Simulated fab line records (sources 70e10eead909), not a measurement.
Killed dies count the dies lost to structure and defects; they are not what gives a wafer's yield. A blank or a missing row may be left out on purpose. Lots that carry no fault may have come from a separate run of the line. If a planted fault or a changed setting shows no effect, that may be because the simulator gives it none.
Which tool did it? / flow nand_harc / Sampling: 13 lots, 39 wafers, 5 of 1159 route steps

WHAT THE GAUGES SHOWED, per wafer
NHARC_P_STI_OVL_MEAS_10.
lot=L322; measured=day 2 12:53; on=overlay-01; overlay_x_nm (nm)=9 9 9; overlay_y_nm (nm)=6 6 6
lot=L324; measured=day 2 23:58; on=overlay-02; overlay_x_nm (nm)=-1 -1 0; overlay_y_nm (nm)=-2 -2 -3
lot=L325; measured=day 3 14:29; on=overlay-01; overlay_x_nm (nm)=-6 -7 -6; overlay_y_nm (nm)=6 6 6
lot=L326; measured=day 3 14:19; on=overlay-01; overlay_x_nm (nm)=0 0 0; overlay_y_nm (nm)=-4 -4 -4
lot=L329; measured=day 4 05:38; on=overlay-01; overlay_x_nm (nm)=0 0 0; overlay_y_nm (nm)=1 1 1
lot=L330; measured=day 4 12:17; on=overlay-01; overlay_x_nm (nm)=0 1 1; overlay_y_nm (nm)=-5 -4 -5
lot=L331; measured=day 4 18:51; on=overlay-01; overlay_x_nm (nm)=0 0 0; overlay_y_nm (nm)=5 6 5
lot=L332; measured=day 4 23:00; on=overlay-01; overlay_x_nm (nm)=8 7 8; overlay_y_nm (nm)=-4 -3 -4
lot=L340; measured=day 7 00:16; on=overlay-02; overlay_x_nm (nm)=-2 -2 -1; overlay_y_nm (nm)=1 1 1
lot=L342; measured=day 7 14:11; on=overlay-02; overlay_x_nm (nm)=-5 -5 -5; overlay_y_nm (nm)=-9 -9 -8
lot=L343; measured=day 7 14:22; on=overlay-01; overlay_x_nm (nm)=-6 -6 -5; overlay_y_nm (nm)=-12 -12 -13
lot=L344; measured=day 7 23:11; on=overlay-02; overlay_x_nm (nm)=1 0 0; overlay_y_nm (nm)=1 1 1
lot=L345; measured=day 8 05:08; on=overlay-01; overlay_x_nm (nm)=6 6 6; overlay_y_nm (nm)=5 5 4

NHARC_P_GATE_CD_MEAS_26 targets a cd of 120 nm.
lot=L322; measured=day 4 18:17; on=cd_sem-03; cd_nm (nm)=119.0 120.2 120.0
lot=L324; measured=day 5 02:07; on=cd_sem-03; cd_nm (nm)=119.1 119.1 119.1
lot=L325; measured=day 5 22:46; on=cd_sem-02; cd_nm (nm)=119.3 119.2 119.8
lot=L326; measured=day 5 23:25; on=cd_sem-03; cd_nm (nm)=119.2 119.9 120.1
lot=L329; measured=day 6 12:14; on=cd_sem-03; cd_nm (nm)=119.6 120.3 120.1
lot=L330; measured=day 6 17:34; on=cd_sem-02; cd_nm (nm)=117.0 116.9 118.0
lot=L331; measured=day 7 00:28; on=cd_sem-03; cd_nm (nm)=119.0 119.9 119.8
lot=L332; measured=day 6 23:59; on=cd_sem-02; cd_nm (nm)=119.9 120.9 119.7
lot=L340; measured=day 9 05:13; on=cd_sem-02; cd_nm (nm)=119.6 119.5 120.4
lot=L342; measured=day 9 17:36; on=cd_sem-02; cd_nm (nm)=120.5 120.7 119.6
lot=L343; measured=day 9 17:27; on=cd_sem-02; cd_nm (nm)=119.7 120.3 119.7
lot=L344; measured=day 10 07:17; on=cd_sem-02; cd_nm (nm)=119.9 119.5 119.9
lot=L345; measured=day 10 16:45; on=cd_sem-03; cd_nm (nm)=119.1 119.8 120.2

NHARC_P_GATE_CD_MEAS_33.
lot=L322; measured=day 4 19:21; on=cd_sem-01; cd_nm (nm)=119.2 121.7 121.0
lot=L324; measured=day 5 03:10; on=cd_sem-01; cd_nm (nm)=123.4 115.3 122.8
lot=L325; measured=day 5 23:48; on=cd_sem-02; cd_nm (nm)=124.8 121.9 124.1
lot=L326; measured=day 6 00:24; on=cd_sem-01; cd_nm (nm)=120.2 125.5 120.3
lot=L329; measured=day 6 13:25; on=cd_sem-03; cd_nm (nm)=119.7 123.7 123.9
lot=L330; measured=day 6 18:33; on=cd_sem-03; cd_nm (nm)=116.3 114.7 116.2
lot=L331; measured=day 7 01:43; on=cd_sem-03; cd_nm (nm)=118.7 119.6 119.9
lot=L332; measured=day 7 01:19; on=cd_sem-02; cd_nm (nm)=118.7 124.0 119.6
lot=L340; measured=day 9 06:14; on=cd_sem-02; cd_nm (nm)=122.1 116.9 117.3
lot=L342; measured=day 9 18:37; on=cd_sem-01; cd_nm (nm)=121.0 118.9 117.0
lot=L343; measured=day 9 18:35; on=cd_sem-03; cd_nm (nm)=118.8 122.6 116.9
lot=L344; measured=day 10 08:20; on=cd_sem-01; cd_nm (nm)=124.6 122.3 119.5
lot=L345; measured=day 10 17:52; on=cd_sem-02; cd_nm (nm)=123.2 111.7 121.0

WHAT TOOL EACH LOT RAN ON (gives the tool, then ch and the chambers of the sampled wafers, and finally the start)
lot=L322; NHARC_P_ZERO_WELL_DESCUM_54=rie_diel-08 ch 2,3, day 1 18:01; NHARC_P_GATE_EXPOSE_23=arfi_scanner-01 ch 0, day 4 18:09
lot=L324; NHARC_P_ZERO_WELL_DESCUM_54=rie_diel-01 ch 1,3, day 2 05:50; NHARC_P_GATE_EXPOSE_23=arfi_scanner-03 ch 0, day 5 01:59
lot=L325; NHARC_P_ZERO_WELL_DESCUM_54=rie_diel-01 ch 0,2,3, day 2 11:51; NHARC_P_GATE_EXPOSE_23=arfi_scanner-03 ch 0, day 5 22:38
lot=L326; NHARC_P_ZERO_WELL_DESCUM_54=rie_diel-12 ch 0,2,3, day 2 17:55; NHARC_P_GATE_EXPOSE_23=arfi_scanner-03 ch 0, day 5 23:17
lot=L329; NHARC_P_ZERO_WELL_DESCUM_54=rie_diel-12 ch 1,3, day 3 11:43; NHARC_P_GATE_EXPOSE_23=arfi_scanner-02 ch 0, day 6 12:06
lot=L330; NHARC_P_ZERO_WELL_DESCUM_54=rie_diel-01 ch 0,1,2, day 3 17:59; NHARC_P_GATE_EXPOSE_23=arfi_scanner-01 ch 0, day 6 17:25
lot=L331; NHARC_P_ZERO_WELL_DESCUM_54=rie_diel-01 ch 0,3, day 3 23:56; NHARC_P_GATE_EXPOSE_23=arfi_scanner-01 ch 0, day 7 00:20
lot=L332; NHARC_P_ZERO_WELL_DESCUM_54=rie_diel-08 ch 0,1, day 4 05:58; NHARC_P_GATE_EXPOSE_23=arfi_scanner-01 ch 0, day 6 23:50
lot=L340; NHARC_P_ZERO_WELL_DESCUM_54=rie_diel-01 ch 0,1,3, day 6 05:49; NHARC_P_GATE_EXPOSE_23=arfi_scanner-02 ch 0, day 9 05:05
lot=L342; NHARC_P_ZERO_WELL_DESCUM_54=rie_diel-12 ch 0,1,2, day 6 18:06; NHARC_P_GATE_EXPOSE_23=arfi_scanner-02 ch 0, day 9 17:28
lot=L343; NHARC_P_ZERO_WELL_DESCUM_54=rie_diel-08 ch 0,2,3, day 7 00:07; NHARC_P_GATE_EXPOSE_23=arfi_scanner-01 ch 0, day 9 17:19
lot=L344; NHARC_P_ZERO_WELL_DESCUM_54=rie_diel-01 ch 0,2,3, day 7 05:58; NHARC_P_GATE_EXPOSE_23=arfi_scanner-01 ch 0, day 10 07:09
lot=L345; NHARC_P_ZERO_WELL_DESCUM_54=rie_diel-01 ch 0,1,2, day 7 12:02; NHARC_P_GATE_EXPOSE_23=arfi_scanner-02 ch 0, day 10 16:37
- NHARC_P_ZERO_WELL_DESCUM_54: chemistry O2, time 3 s.
- NHARC_P_GATE_EXPOSE_23: exposes mask P GATE, target cd 120 nm.

AS READ BY THE TOOLS THEMSELVES (means over the sampled wafers that have a number; for cases with no such wafer, the mark the record gives instead)
NHARC_P_ZERO_WELL_DESCUM_54.
lot=L322; tool=rie_diel-08; chamber_pressure_mTorr (mTorr)=60.04; drypump_motor_current_A (A)=5.6; oes_product_au (a.u.)=0.996; rf_vpp_V (V)=57.5; showerhead_plenum_p_Torr (Torr)=1.90; throttle_valve_pct (%)=11.306
lot=L324; tool=rie_diel-01; chamber_pressure_mTorr (mTorr)=59.94; drypump_motor_current_A (A)=5.5; oes_product_au (a.u.)=1.014; rf_vpp_V (V)=58.4; showerhead_plenum_p_Torr (Torr)=1.93; throttle_valve_pct (%)=11.313
lot=L325; tool=rie_diel-01; chamber_pressure_mTorr (mTorr)=59.99; drypump_motor_current_A (A)=6.0; oes_product_au (a.u.)=1.009; rf_vpp_V (V)=57.7; showerhead_plenum_p_Torr (Torr)=1.83; throttle_valve_pct (%)=11.305
lot=L326; tool=rie_diel-12; chamber_pressure_mTorr (mTorr)=59.95; drypump_motor_current_A (A)=5.8; oes_product_au (a.u.)=0.993; rf_vpp_V (V)=58.1; showerhead_plenum_p_Torr (Torr)=1.99; throttle_valve_pct (%)=11.315
lot=L329; tool=rie_diel-12; chamber_pressure_mTorr (mTorr)=60.05; drypump_motor_current_A (A)=5.8; oes_product_au (a.u.)=1.009; rf_vpp_V (V)=57.6; showerhead_plenum_p_Torr (Torr)=1.98; throttle_valve_pct (%)=11.318
lot=L330; tool=rie_diel-01; chamber_pressure_mTorr (mTorr)=60.06; drypump_motor_current_A (A)=5.6; oes_product_au (a.u.)=1.016; rf_vpp_V (V)=57.5; showerhead_plenum_p_Torr (Torr)=1.89; throttle_valve_pct (%)=11.316
lot=L331; tool=rie_diel-01; chamber_pressure_mTorr (mTorr)=60.05; drypump_motor_current_A (A)=6.0; oes_product_au (a.u.)=1.008; rf_vpp_V (V)=58.1; showerhead_plenum_p_Torr (Torr)=1.82; throttle_valve_pct (%)=11.316
lot=L332; tool=rie_diel-08; chamber_pressure_mTorr (mTorr)=60.02; drypump_motor_current_A (A)=6.2; oes_product_au (a.u.)=1.005; rf_vpp_V (V)=57.4; showerhead_plenum_p_Torr (Torr)=1.86; throttle_valve_pct (%)=11.312
lot=L340; tool=rie_diel-01; chamber_pressure_mTorr (mTorr)=60.02; drypump_motor_current_A (A)=5.6; oes_product_au (a.u.)=1.000; rf_vpp_V (V)=58.0; showerhead_plenum_p_Torr (Torr)=1.90; throttle_valve_pct (%)=11.322
lot=L342; tool=rie_diel-12; chamber_pressure_mTorr (mTorr)=60.01; drypump_motor_current_A (A)=6.2; oes_product_au (a.u.)=1.001; rf_vpp_V (V)=59.1; showerhead_plenum_p_Torr (Torr)=2.06; throttle_valve_pct (%)=11.322
lot=L343; tool=rie_diel-08; chamber_pressure_mTorr (mTorr)=59.99; drypump_motor_current_A (A)=5.8; oes_product_au (a.u.)=0.996; rf_vpp_V (V)=57.1; showerhead_plenum_p_Torr (Torr)=1.89; throttle_valve_pct (%)=11.306
lot=L344; tool=rie_diel-01; chamber_pressure_mTorr (mTorr)=60.03; drypump_motor_current_A (A)=5.9; oes_product_au (a.u.)=1.016; rf_vpp_V (V)=57.9; showerhead_plenum_p_Torr (Torr)=1.83; throttle_valve_pct (%)=11.317
lot=L345; tool=rie_diel-01; chamber_pressure_mTorr (mTorr)=60.01; drypump_motor_current_A (A)=5.6; oes_product_au (a.u.)=1.018; rf_vpp_V (V)=57.5; showerhead_plenum_p_Torr (Torr)=1.89; throttle_valve_pct (%)=11.306

THE ANSWER, worked out from the rows above alone
Rule: the usual values come from the lots themselves. Put in order of their means at a reading, lots are off if they are a third of the lots or fewer, leave a main group of 4 or more, and stand apart from it by a gap of 3 or more times the standard deviation of the main group's means; of several such gaps the widest counts. A main group whose means are all the same, to the digits that the tables above print for the reading, isn't used. Also off: a lot with no number at a reading for which 4 or more lots have one. Any other lot the step has rows for is counted as sound. After the gauges, taken in route order, come the tools' own readings; for these a lot's mean is taken, as printed above. The first step at which some lot is off is used, and at that step the reading that is off furthest; a lot without a number counts as furthest.
Off, at NHARC_P_GATE_CD_MEAS_26 on cd_nm: L330. The main group has a mean of 119.8 nm with a standard deviation of 0.3.
If a tool, at a process step before that reading, ran all the lots that are off and no sound lot after the first of them, it fits. Those tools and the gauges at NHARC_P_GATE_CD_MEAS_26 are tried in the same way. Of those tried, none fits.

WHAT THE SIMULATOR PUT IN
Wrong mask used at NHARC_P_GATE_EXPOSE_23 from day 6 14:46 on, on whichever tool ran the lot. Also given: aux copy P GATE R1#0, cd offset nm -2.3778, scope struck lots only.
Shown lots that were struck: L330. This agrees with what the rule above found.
